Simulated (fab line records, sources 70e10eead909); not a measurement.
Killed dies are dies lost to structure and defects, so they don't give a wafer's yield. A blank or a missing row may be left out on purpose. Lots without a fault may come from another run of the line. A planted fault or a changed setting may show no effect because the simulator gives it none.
A struck lot beside a sound one | flow nand_harc | 39 steps out of a route of 1302
Sound: wafers L405.3, L405.5, L405.6. Struck: wafer L399.5. (L399.2, L399.3 of the same lot were not struck and are left out.) The cause comes at the end.
At each step with rows: each side's tool, then ch and its chambers, then its first start. Under that, the readings that differ: sound wafers | struck wafers | difference of the means | sigmas: that difference in standard deviations of wafers without a fault.
alike: readings whose means differ by less than 2 such deviations, and words and numbers that are the same on both sides. not compared: withheld readings, readings that some wafer has no value for, bounds like >300 that may hide the same value, and numbers for which the record gives no deviation and whose values overlap.
The two part at a step that has a row with sigmas, a row that says differs or no value, or rows on one side only. Numbers that don't overlap but have no deviation are shown without sigmas and don't part them. A reading that every wafer of one side lacks parts them only if that side has two wafers or more.

first, 1 step without rows for these wafers: NHARC_A_CHANNEL_FILL_D1_CVD_18 (deposits poly-Si, target thk 3 nm).
NHARC_A_CHANNEL_FILL_D1_ETCHBACK_19: etches the open film in HBr/Cl2, target depth 5 nm, time 1.7 s.
  sound on rie_si-03 ch 0,1,2, day 15 19:58; struck on rie_si-04 ch 3, day 13 08:41
  alike: chamber_pressure_mTorr, drypump_motor_current_A, oes_product_au, throttle_valve_pct
  not compared: rf_hours_counter_h
NHARC_A_CHANNEL_FILL_D1_ETCHBACK_20: etches the open film in C4F8/O2/Ar, target depth 27 nm, time 13.5 s.
  sound on rie_diel-13 ch 2,3, day 15 20:05; struck on rie_diel-01 ch 3, day 13 08:49
  reading               | sound          | struck | difference | sigmas
  oes_product_au (a.u.) | 1.00 1.02 1.01 | 0.94   | -0.07      | -2
  alike: chamber_pressure_mTorr, rf_vpp_V
  not compared: rf_hours_counter_h
then, 7 steps without rows for these wafers: NHARC_A_CHANNEL_FILL_D1_STRIP_28 (strips in O2, time 20 s); NHARC_A_CHANNEL_FILL_D1_PRECLEAN_21 (cleans in dHF, time 30 s); NHARC_A_CHANNEL_FILL_D1_SRD_23; NHARC_A_CHANNEL_FILL_D1_CVD_05 (deposits poly-Si, target thk 5 nm); NHARC_A_CHANNEL_FILL_D1_ANNEAL_22 (time 7200 s); NHARC_A_CHANNEL_FILL_D1_ALD_25 (deposits SiOx, target thk 60 nm, pulse time 10 s, ald cycles 600); NHARC_A_CHANNEL_FILL_D1_ETCHBACK_08 (etches the open film in C4F8, target depth 220 nm, time 110 s).
NHARC_A_CHANNEL_FILL_D1_STRIP_29: strips in O2, time 20 s.
  sound on rie_diel-09 ch 1,2,3; struck on rie_diel-13 ch 2, day 14 04:10
  reading                | sound                | struck | difference | sigmas
  rf_vpp_V (V)           | 57.3 57.0 57.3       | 59.2   | +2.0       | +2
  throttle_valve_pct (%) | 17.028 17.037 17.029 | 17.053 | +0.022     | +2
  alike: chamber_pressure_mTorr, drypump_motor_current_A, oes_product_au, showerhead_plenum_p_Torr
  not compared: rf_hours_counter_h
NHARC_A_CHANNEL_FILL_D1_PRECLEAN_30: cleans in dHF, time 30 s.
  sound on wet_bench-09 ch 3,4,7, day 16 13:49; struck on wet_bench-01 ch 3,6,7, day 14 04:16
then, 4 steps without rows for these wafers: NHARC_A_CHANNEL_FILL_D1_SRD_31; NHARC_A_CHANNEL_FILL_D1_CVD_09 (deposits poly-Si, target thk 150 nm, time 3000 s); NHARC_A_CHANNEL_FILL_D1_CMP_10 (polishes, target thk 150 nm); NHARC_A_CHANNEL_FILL_D1_SRD_12.
NHARC_A_DECK1_JOINT_ETCHBACK_07: etches the open film in HBr, target depth 105 nm, time 26.9 s.
  sound on rie_si-02 ch 0,2,3, day 16 20:00; struck on rie_si-02 ch 3, day 14 10:18
  reading                     | sound             | struck | difference | sigmas
  drypump_motor_current_A (A) | 5.3 6.3 5.3       | 6.4    | +0.8       | +2
  oes_product_au (a.u.)       | 0.985 1.009 0.991 | 0.973  | -0.022     | -2
  alike: chamber_pressure_mTorr, throttle_valve_pct
  not compared: rf_hours_counter_h
then, 8 steps without rows for these wafers: NHARC_A_DECK1_JOINT_ETCH_25 (etches SiO2 in dHF, target depth 0.5 nm); NHARC_A_DECK1_JOINT_ETCH_19 (etches poly-Si in TMAH, target depth 3 nm); NHARC_A_DECK1_JOINT_ETCH_18 (etches SiO2 in dHF, target depth 3 nm); NHARC_A_DECK1_JOINT_WET_08 (chemistry H3PO4, time 86 s); NHARC_A_DECK1_JOINT_ETCH_09 (etches SiO2 in dHF, target depth 5 nm); NHARC_A_DECK1_JOINT_WET_10 (chemistry H3PO4, time 86 s); NHARC_A_DECK1_JOINT_ETCH_11 (etches SiO2 in dHF, target depth 35 nm); NHARC_A_DECK1_JOINT_CVD_12 (deposits poly-Si, target thk 90 nm, time 1800 s).
NHARC_A_DECK1_JOINT_CMP_13: polishes, target thk 51.023 nm.
  sound on cmp-04 ch 2,3, day 17 08:52; struck on cmp-04 ch 3, day 14 20:25
  alike: motor_current_A, time_to_endpoint_s
NHARC_A_DECK1_JOINT_THK_MEAS_14: measures by ellipsometry.
  sound on film_metro-02, day 17 09:08; struck on film_metro-02, day 14 20:40
  alike: thk_nm
then, 11 steps without rows for these wafers: NHARC_A_DECK1_JOINT_SRD_04; NHARC_A_DECK1_JOINT_ETCHBACK_00 (etches the open film in HBr, target depth 30 nm, time 17.4 s); NHARC_A_DECK1_JOINT_PRECLEAN_30 (cleans in SC1); NHARC_A_DECK1_JOINT_SRD_31; NHARC_A_DECK1_JOINT_CVD_34 (deposits SiNx, target thk 20 nm); NHARC_A_DECK1_JOINT_DEP_06 (deposits SiOx, target thk 80 nm); NHARC_A_DECK1_JOINT_CURE_26 (time 32 s); NHARC_A_DECK1_JOINT_ANNEAL_27 (time 3600 s); NHARC_A_DECK1_JOINT_ANNEAL_28 (time 1800 s); NHARC_A_DECK1_JOINT_ANNEAL_29 (time 1800 s); NHARC_A_DECK1_JOINT_CMP_02 (polishes SiOx).
-- the record jumps here: 13 days lie between the struck wafers' starts before and after (it left off in module A_DECK1_JOINT and takes up again in module END, whose first step shown is number 1302 of the route) --
NHARC_END_SORT_01:
  sound on prober-01 ch 0, day 31 12:57; struck on prober-02 ch 0, day 27 23:19
  reading         | sound    | struck | difference | sigmas
  killed_at_array | 48 54 51 | 159    | +108       | +5
  killed_dies     | 49 57 54 | 165    | +112       | +5
  alike: killed_at_other, killed_at_periphery, killed_open, killed_short

WHERE THEY PART
First at NHARC_A_CHANNEL_FILL_D1_ETCHBACK_20; last, within this record, at NHARC_END_SORT_01.

WHY: what the simulator had put in
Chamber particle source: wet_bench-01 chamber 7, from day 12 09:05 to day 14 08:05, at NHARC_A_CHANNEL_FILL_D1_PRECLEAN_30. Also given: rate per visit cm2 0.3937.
